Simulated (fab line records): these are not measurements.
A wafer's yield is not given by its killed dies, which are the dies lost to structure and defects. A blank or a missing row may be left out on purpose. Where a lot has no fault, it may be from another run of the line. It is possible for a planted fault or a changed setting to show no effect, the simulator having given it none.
What tool caused it? | flow nand harc | 18 wafers from 6 lots sampled at 2 of the route's 1159 steps

== WHAT EACH GAUGE READ, for each wafer ==
NHARC_P_GATE_CD_MEAS_11 targets a cd of 1640 nm.
lot  | measured    | on        | cd nm (nm)
L347 | day 4 12:36 | cd sem-02 | 1639.9 1639.5 1638.2
L351 | day 5 13:57 | cd sem-01 | 1641.4 1641.4 1639.8
L353 | day 6 08:50 | cd sem-01 | 1640.7 1639.2 1639.7
L357 | day 7 08:11 | cd sem-01 | 1639.6 1638.1 1638.3
L359 | day 7 13:19 | cd sem-01 | 1640.7 1639.4 1639.4
L362 | day 8 03:11 | cd sem-01 | 1640.9 1642.1 1641.4

== WHICH TOOL RAN EACH LOT (tool, then ch and the chambers of the sampled wafers, then the start) ==
lot  | NHARC_P_GATE_EXPOSE_08
L347 | krf scanner-03 ch 0, day 4 12:26
L351 | krf scanner-04 ch 0, day 5 13:47
L353 | krf scanner-01 ch 0, day 6 08:40
L357 | krf scanner-03 ch 0, day 7 08:02
L359 | krf scanner-04 ch 0, day 7 13:10
L362 | krf scanner-04 ch 0, day 8 03:02
- NHARC_P_GATE_EXPOSE_08: exposes mask P HV.

== THE ANSWER, worked out from the rows above alone ==
Rule: usual is defined by the lots themselves. The widest of any qualifying gaps counts: lots, ordered by their means at a reading, are off when they make up no more than a third of the lots, leave a main group of 4 or more, and stand apart from it by 3 or more times the standard deviation of that group's means. A main group whose means are all the same, to the digits that the tables above print for the reading, isn't used. Also off: a lot with no number at a reading for which 4 or more lots have one. Any other lot the step has rows for is counted as sound.
None of the lots is off at any reading shown; this tells nothing.

== WHAT HAD BEEN PUT IN BY THE SIMULATOR ==
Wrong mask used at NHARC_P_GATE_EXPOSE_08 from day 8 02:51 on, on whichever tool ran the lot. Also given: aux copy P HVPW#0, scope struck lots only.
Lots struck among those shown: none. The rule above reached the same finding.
